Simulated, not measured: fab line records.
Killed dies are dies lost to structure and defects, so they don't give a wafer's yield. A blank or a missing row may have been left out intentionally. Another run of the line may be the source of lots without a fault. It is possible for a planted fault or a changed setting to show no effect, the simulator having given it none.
fab line records	flow n5Finfet
record: lots: 8	wafers: 24	lastDay: 17
route steps=1938 shown BEOL_M0_SAQP@693 BEOL_M0_CUTY@713 BEOL_M0@715 BEOL_M4@1111
lots untouched by any fault: they come from a run of this same line in which no faults occurred
startH: hours from the record's first day to the start of the lot's first wafer shown	waitH: hours from the lot's prior step to this one	" the same as in the row above	L1.1+2: one row covering several wafers at once	- either no value or no given start	* or withheld: withheld	< > ~ a bound
route shown NAME@n: a module of which the file shows steps, and the number in the route of the first	usual: the fault-free wafers' mean and standard deviation	same: alike in all rows	chamber/n: place in a boat	sites: each site's reading	_std_site: standard deviation of those values	_edge_site: mean of outer sites minus mean of inner sites	radiusMm: for every site, how far away it sits from the centre of the wafer	mask NAME#n: copy n	behind: the last tool/chamber to shape the wafer	hold: why the lot went on hold/how many hours it stayed there/how the hold came to an end	device: the n, p or np transistor that did not switch	end of line: the route-end tests of the same wafers	for a step that has no rows: nothing shown but its recipe	killed: not the wafer's yield, but the dies lost to structure and defects at the first sort	map: a wafer's dies, marking killed ones x, the rest . and places with no die _
set.NAME: setting as actually run; set.NAME@STEP: the setting as run at that earlier step	model.NAME: the simulator's own value behind a step, which no gauge read
route steps across a sampled set of lots; one table per step, one row per wafer
services: from which hour (startH, from the record's first day; less than 0 if before it) a tool's chamber was out of use, for how many hours, and why
== steps ==
step: N5_BEOL_M0_SAQP_ETCH_88
recipe: chemistry: N2/H2	target: underlayer	targetDepthA: 65	timeS: 5.2	ionEnergyEv: 200	maskMaterial: CAR-EUV	pressureMtorr: 30	sourceW: 840	biasW: 150	n2FlowSccm: 200	h2FlowSccm: 200	ends: cleared
usual: drypumpMotorCurrentA: 5.7/0.38	etchRfOnTimeS: 5.16/0.086	n2FlowSccm: 200.0/0.56	oesProductAu: 0.68/0.066	rfVppV: 524.4/2	showerheadPlenumPTorr: 2.55/0.05	throttleValvePct: 17.8/0.33
lot.wafer	tool	chamber	startH	waitH	drypumpMotorCurrentA	etchRfOnTimeS	n2FlowSccm	oesProductAu	rfHoursCounterH	rfVppV	showerheadPlenumPTorr	throttleValvePct
L717.2	rieDiel-01	3	121.61	0.0	5.1	5.06	200.7	0.60	233	527.4	2.62	17.9
L717.3	"	0	"	"	5.6	5.07	199.9	0.67	120	523.1	2.56	17.9
L717.6	"	1	"	"	5.7	5.18	199.4	0.74	-	526.6	2.58	17.7
L719.1	rieDiel-05	3	141.15	0.0	5.5	5.12	199.7	0.64	162	527.1	2.53	18.2
L719.3	"	1	"	"	6.2	5.20	200.4	0.69	86	525.5	2.56	18.1
L719.5	"	1	"	"	6.2	5.22	200.0	0.70	-	522.7	2.56	18.1
L729.1	rieDiel-05	2	197.39	0.0	5.0	4.97	200.7	0.78	31	526.5	2.59	17.2
L729.3	"	3	"	"	5.4	5.23	200.7	0.63	178	524.8	2.52	18.2
L729.4	"	1	"	"	6.2	5.20	200.3	0.69	102	526.5	2.56	18.2
L730.3	rieDiel-01	1	200.36	0.0	5.7	5.25	199.3	0.71	83	525.0	2.57	17.8
L730.5	"	0	"	"	5.6	5.16	200.3	0.65	-	522.9	2.55	17.9
L730.6	"	1	"	"	5.7	5.30	198.3	0.70	-	522.7	2.57	17.7
L734.3	rieDiel-05	3	237.58	0.0	5.4	5.09	199.5	0.63	188	522.2	2.52	18.2
L734.4	"	1	"	"	6.2	5.21	199.5	0.68	113	523.7	2.55	18.2
L734.6	"	3	"	"	5.4	5.12	199.7	0.64	-	524.1	2.52	18.2
L736.1	rieDiel-03	1	242.11	0.0	6.2	5.30	200.3	0.62	170	526.7	2.65	17.9
L736.2	"	0	"	"	6.2	5.31	200.4	0.65	141	523.1	2.44	17.6
L736.4	"	2	"	"	5.5	5.13	199.9	0.63	163	524.0	2.54	17.9
L737.2	rieDiel-05	3	247.77	0.0	5.5	5.16	201.0	0.62	192	523.5	2.52	18.3
L737.4	"	0	"	"	5.7	5.24	200.1	0.58	247	520.6	2.50	18.2
L737.5	"	0	"	"	5.7	5.20	199.9	0.59	-	523.3	2.50	18.1
L738.1	rieDiel-01	1	252.60	0.0	5.7	5.14	200.0	0.70	99	526.2	2.57	17.8
L738.2	"	0	"	"	5.6	5.16	199.2	0.64	158	524.1	2.55	17.9
L738.5	"	1	"	"	5.8	5.17	199.7	0.70	-	525.2	2.57	17.8
step: N5_BEOL_M0_CUTY_ETCH_63
recipe: chemistry: N2/H2	target: SOC	targetDepthA: 827	overetchA: 165	maskMaterial: SiARC	tempC: 40	ionEnergyEv: 200	timeS: 124	pressureMtorr: 30	sourceW: 840	biasW: 150	n2FlowSccm: 200	h2FlowSccm: 200
usual: drypumpMotorCurrentA: 5.6/0.5	n2FlowSccm: 200.0/0.69	oesProductAu: 0.66/0.067	rfVppV: 524.1/1.8	showerheadPlenumPTorr: 2.55/0.06	throttleValvePct: 17.77/0.24
lot.wafer	tool	chamber	startH	waitH	drypumpMotorCurrentA	n2FlowSccm	oesProductAu	rfHoursCounterH	rfVppV	showerheadPlenumPTorr	throttleValvePct
L717.2	rieDiel-02	1	123.05	0.0	6.7	200.4	0.80	5	521.9	2.50	17.62
L717.3	"	0	"	"	5.0	200.3	0.56	237	522.0	2.40	18.06
L717.6	"	1	"	"	6.7	200.3	0.80	-	522.2	2.50	17.62
L719.1	rieDiel-06	3	142.47	0.0	5.0	200.4	0.60	211	522.3	2.53	18.08
L719.3	"	2	"	"	6.1	200.2	0.72	28	522.6	2.49	17.72
L719.5	"	2	"	"	6.1	200.0	0.72	-	522.0	2.49	17.71
L729.1	rieDiel-06	0	198.83	0.0	5.8	199.7	0.58	212	522.7	2.52	17.86
L729.3	"	1	"	"	5.3	200.1	0.73	18	524.6	2.60	17.73
L729.4	"	2	"	"	6.1	200.4	0.69	49	522.8	2.48	17.75
L730.3	rieDiel-02	1	201.76	0.0	6.7	198.3	0.74	34	521.6	2.49	17.67
L730.5	"	3	"	"	5.9	201.5	0.72	-	527.8	2.70	17.62
L730.6	"	2	"	"	4.9	199.4	0.64	-	524.7	2.56	18.06
L734.3	rieDiel-04	2	240.62	0.0	5.2	200.0	0.70	65	524.8	2.57	17.55
L734.4	"	1	"	"	5.4	201.3	0.58	222	522.6	2.51	18.06
L734.6	"	3	"	"	5.5	200.1	0.63	-	523.7	2.55	17.89
L736.1	rieDiel-04	2	244.01	0.0	5.2	199.8	0.70	67	526.1	2.57	17.55
L736.2	"	1	"	"	5.5	199.2	0.57	224	523.7	2.51	18.07
L736.4	"	3	"	"	5.5	199.2	0.63	136	524.6	2.55	17.88
L737.2	rieDiel-04	0	249.11	0.0	6.3	200.9	0.65	83	525.2	2.57	17.31
L737.4	"	2	"	"	5.2	200.3	0.71	69	526.3	2.56	17.57
L737.5	"	0	"	"	6.3	200.6	0.65	-	524.4	2.57	17.33
L738.1	rieDiel-06	1	254.35	0.0	5.3	200.5	0.70	40	525.8	2.59	17.77
L738.2	"	2	"	"	6.1	199.4	0.66	76	522.0	2.47	17.81
L738.5	"	2	"	"	6.1	198.9	0.66	-	521.5	2.47	17.81
step: N5_BEOL_M0_ETCH_138
recipe: chemistry: CH3F/O2	targetDepthA: 120	target: SiCN	timeS: 31.6	ionEnergyEv: 120	pressureMtorr: 30	sourceW: 395	biasW: 75	Ar_flow_sccm: 150	CH3F_flow_sccm: 30	O2_flow_sccm: 20	ends: cleared
usual: drypumpMotorCurrentA: 5.6/0.5	etchRfOnTimeS: 29.1/0.67	oesProductAu: 0.69/0.073	rfVppV: 297.5/1.3	showerheadPlenumPTorr: 2.01/0.049	throttleValvePct: 16.25/0.2
lot.wafer	tool	chamber	startH	waitH	drypumpMotorCurrentA	etchRfOnTimeS	oesProductAu	rfHoursCounterH	rfVppV	showerheadPlenumPTorr	throttleValvePct
L717.2	rieDiel-02	1	123.17	0.0	6.7	29.9	0.83	5	296.1	1.96	16.03
L717.3	"	0	"	"	5.0	29.9	0.57	237	294.2	1.90	16.62
L717.6	"	1	"	"	6.7	29.3	0.83	-	297.4	1.96	16.03
L719.1	rieDiel-06	3	142.59	0.0	5.0	28.2	0.61	211	297.5	1.98	16.49
L719.3	"	2	"	"	6.1	29.1	0.75	29	296.2	1.96	16.19
L719.5	"	2	"	"	6.0	29.2	0.75	-	296.5	1.96	16.18
L729.1	rieDiel-06	0	198.95	0.0	5.8	44.7	0.49	212	296.4	1.98	16.37
L729.3	"	1	"	"	5.3	28.9	0.76	19	298.5	2.04	16.25
L729.4	"	2	"	"	6.1	29.7	0.72	49	296.4	1.96	16.23
L730.3	rieDiel-02	1	201.89	0.0	6.7	28.4	0.78	34	295.7	1.95	16.09
L730.5	"	3	"	"	5.9	28.8	0.75	-	300.4	2.11	16.05
L730.6	"	2	"	"	5.0	29.5	0.67	-	298.8	2.00	16.43
L734.3	rieDiel-04	2	240.74	0.0	5.1	28.2	0.75	65	300.1	2.03	16.06
L734.4	"	1	"	"	5.4	29.3	0.60	222	296.6	1.97	16.48
L734.6	"	3	"	"	5.5	28.6	0.66	-	296.1	2.01	16.36
L736.1	rieDiel-04	2	244.13	0.0	5.2	28.1	0.74	67	297.1	2.03	16.08
L736.2	"	1	"	"	5.4	28.4	0.59	224	297.0	1.97	16.48
L736.4	"	3	"	"	5.5	29.7	0.65	136	297.3	2.01	16.38
L737.2	rieDiel-04	0	249.23	0.0	6.2	29.6	0.69	83	298.6	2.03	15.90
L737.4	"	2	"	"	5.2	29.1	0.74	69	297.9	2.03	16.08
L737.5	"	0	"	"	6.3	29.3	0.68	-	299.1	2.03	15.92
L738.1	rieDiel-06	1	254.47	0.0	5.3	28.3	0.73	40	299.2	2.04	16.29
L738.2	"	2	"	"	6.1	29.0	0.70	76	296.4	1.95	16.27
L738.5	"	2	"	"	6.1	30.0	0.69	-	297.2	1.95	16.29
step: N5_BEOL_M0_OCD_MEAS_108
usual: trenchDepthNm: 32.9/0.58
lot.wafer	tool	chamber	startH	waitH	trenchDepthNm
L717.2	ocd-01	-	124.55	0.1	33.1
L717.3	"	-	"	"	33.3
L717.6	"	-	"	"	32.1
L719.1	ocd-01	-	143.74	0.1	33.7
L719.3	"	-	"	"	34.2
L719.5	"	-	"	"	32.8
L729.1	ocd-02	-	199.88	0.1	33.0
L729.3	"	-	"	"	33.2
L729.4	"	-	"	"	32.8
L730.3	ocd-01	-	203.45	0.1	32.0
L730.5	"	-	"	"	32.3
L730.6	"	-	"	"	31.9
L734.3	ocd-01	-	243.62	0.1	32.2
L734.4	"	-	"	"	33.4
L734.6	"	-	"	"	33.3
L736.1	ocd-02	-	250.06	0.1	31.7
L736.2	"	-	"	"	32.2
L736.4	"	-	"	"	33.2
L737.2	ocd-02	-	253.78	0.1	32.8
L737.4	"	-	"	"	33.2
L737.5	"	-	"	"	32.5
L738.1	ocd-02	-	255.05	0.1	33.5
L738.2	"	-	"	"	33.0
L738.5	"	-	"	"	33.6
step: N5_BEOL_M4_RC_MEAS_101
usual: DIBL_N: 36.4/1.4	DIBL_P: 36.3/1.5	IOFF_N: 0.162/0.023	IOFF_P: 0.211/0.027	ION_N: 676/9.7	ION_P: 463/6.4	SS_N: 71.5/0.5	SS_P: 73.3/0.6	VT_N: 249.3/2.5	VT_P: -249.9/2.8
lot.wafer	tool	chamber	startH	waitH	DIBL_N[mV/V]	DIBL_P[mV/V]	IOFF_N[nA/um]	IOFF_P[nA/um]	ION_N[uA/um]	ION_P[uA/um]	SS_N[mV/dec]	SS_P[mV/dec]	VT_N[mV]	VT_P[mV]
L717.2	prober-02	0	173.70	0.2	36.4	35.9	0.157	0.212	680	470	70.9	73.2	248.7	-249.4
L717.3	"	0	"	"	37.6	36.8	0.184	0.222	685	468	71.6	73.4	247.1	-247.8
L717.6	"	0	"	"	36.8	35.5	0.168	0.214	683	468	71.6	72.8	247.9	-248.2
L719.1	prober-01	0	184.04	0.0	35.9	37.0	0.152	0.193	684	469	71.6	73.0	251.4	-254.5
L719.3	"	0	"	"	39.0	40.1	0.200	0.232	688	461	72.1	74.7	246.1	-250.3
L719.5	"	0	"	"	37.4	38.5	0.177	0.216	687	460	71.7	73.4	248.7	-253.0
L730.3	prober-01	0	254.92	0.3	35.0	35.2	0.154	0.215	688	472	71.2	74.1	246.0	-248.1
L730.5	"	0	"	"	35.0	35.0	0.155	0.213	680	469	70.3	73.4	250.0	-248.0
L730.6	"	0	"	"	35.4	35.9	0.172	0.230	681	466	71.2	73.5	244.4	-247.5
L729.1	prober-01	0	258.34	0.0	34.3	35.4	0.136	0.184	668	454	71.1	73.6	251.5	-252.0
L729.3	"	0	"	"	34.6	35.9	0.147	0.193	677	472	70.8	74.0	252.0	-252.7
L729.4	"	0	"	"	35.2	36.9	0.150	0.198	685	471	72.1	73.9	250.6	-252.0
L734.3	prober-02	0	292.67	0.3	35.7	35.6	0.161	0.188	681	458	72.2	73.8	249.8	-252.5
L734.4	"	0	"	"	36.4	37.2	0.173	0.212	675	457	71.8	74.8	248.5	-249.4
L734.6	"	0	"	"	36.1	36.2	0.163	0.193	689	462	71.4	73.2	250.0	-252.2
L736.1	prober-01	0	294.52	0.0	37.0	36.4	0.156	0.200	667	459	72.0	74.1	250.4	-252.9
L736.2	"	0	"	"	37.3	36.7	0.175	0.210	675	459	71.3	74.1	249.3	-251.6
L736.4	"	0	"	"	36.8	36.8	0.174	0.204	687	470	71.8	74.6	245.5	-251.3
L737.2	prober-01	0	296.27	0.2	36.9	36.1	0.163	0.192	676	459	71.7	73.5	249.4	-251.9
L737.4	"	0	"	"	40.8	42.2	0.254	0.309	706	473	72.2	75.0	244.1	-243.8
L737.5	"	0	"	"	38.4	38.3	0.188	0.240	699	472	71.9	74.3	248.1	-250.8
L738.1	prober-02	0	297.84	0.0	34.1	32.7	0.122	0.172	674	465	70.9	72.6	252.4	-251.9
L738.2	"	0	"	"	37.0	36.4	0.164	0.225	673	463	71.6	73.3	248.5	-248.6
L738.5	"	0	"	"	35.6	35.0	0.149	0.198	691	470	71.2	73.7	247.3	-248.5
== services ==
tool	chamber	startH	hours	kind
rieDiel-05	0	106.62	15.8	repair
rieDiel-06	1	107.30	-	clean
rieDiel-06	1	107.30	-	consumableReplace:focusRing
rieDiel-06	1	107.30	20.1	scheduledDown
rieDiel-06	1	107.30	20.1	ventCycle
rieDiel-04	1	107.47	3.4	repair
rieDiel-01	0	123.95	6.4	repair
rieDiel-06	-	153.59	1.2	repair
rieDiel-02	0	162.16	-	clean
rieDiel-02	0	162.16	-	consumableReplace:focusRing
rieDiel-02	0	162.16	-	consumableReplace:showerhead
rieDiel-02	0	162.16	13.7	scheduledDown
rieDiel-02	0	162.16	13.7	ventCycle
rieDiel-06	1	175.24	16.7	repair
rieDiel-01	3	177.08	-	clean
rieDiel-02	3	196.56	2.4	repair
rieDiel-02	-	217.41	0.9	repair
rieDiel-02	-	221.67	28.1	pm
rieDiel-01	-	232.90	2.8	pm
rieDiel-06	3	240.20	-	clean
rieDiel-06	3	240.20	-	consumableReplace:focusRing
rieDiel-06	3	240.20	19.6	scheduledDown
rieDiel-06	3	240.20	19.6	ventCycle
rieDiel-03	2	248.66	32.5	repair
== key ==
firstSign: step: N5_BEOL_M0_ETCH_138	reading: etchRfOnTimeS	direction: up	sigmas: 23	usual: *	struck: *
effect none on later readings
metAt N5_BEOL_M0_ETCH_138
struckLots L729
struckWafers L729.1
notActingAt N5_BEOL_M0_SAQP_ETCH_88,N5_BEOL_M0_CUTY_ETCH_63,N5_BEOL_M0_OCD_MEAS_108
fault: kind: processParameterDrift	tool: rieDiel-06	chamber: 0	onsetH: 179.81	steps: N5_BEOL_M0_ETCH_138	channel: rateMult	offset: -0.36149	shape: step	endH: 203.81
